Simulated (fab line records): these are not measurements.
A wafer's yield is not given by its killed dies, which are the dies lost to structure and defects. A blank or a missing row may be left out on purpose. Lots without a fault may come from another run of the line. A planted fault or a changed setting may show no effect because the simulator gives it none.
Matching of chambers    flow nand-harc    rie-diel-03 running NHARC_A_CONTACT_DESCUM_13: 4 sister chambers
The step chemistry O2, time 3 s. 4 wafers are shown with their chamber, then 7 later ones without.

WAFERS, EACH WITH ITS CHAMBER
wafer   chamber  showerhead-plenum-p-Torr (Torr)
L084.2  3        1.82
L090.5  0        1.91
L088.1  2        1.95
L088.2  1        1.82

WAFERS WHOSE CHAMBER IS MISSING
wafer   showerhead-plenum-p-Torr (Torr)
L088.3  1.81
L089.1  1.91
L089.4  1.95
L089.5  1.81
L093.1  1.82
L093.3  1.91
L093.6  1.82

WHICH CHAMBER EACH WENT THROUGH
wafer   from the rows above      in truth
L088.3  can't be placed: 1 or 3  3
L089.1  0                        0
L089.4  2                        2
L089.5  can't be placed: 1 or 3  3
L093.1  can't be placed: 1 or 3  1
L093.3  0                        0
L093.6  can't be placed: 1 or 3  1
Correctly placed: 3 of 7. From these rows, 4 cannot be placed; in 4 the true chamber is one of the candidates. 0 placed wrongly.
How it was worked out, from the rows above alone: a wafer's distance from a chamber is the root of the sum, over the readings, of the square of ((its reading less the chamber's mean) divided by the reading's scatter). If the next closest chamber is less than 2 further off than the closest, the wafer can't be placed; otherwise it belongs to the closest. Each chamber's mean is taken over the wafers shown for it. The scatter: with one shown wafer a chamber, the root of the mean of the squares of how far each hidden wafer lies from its nearest shown one.
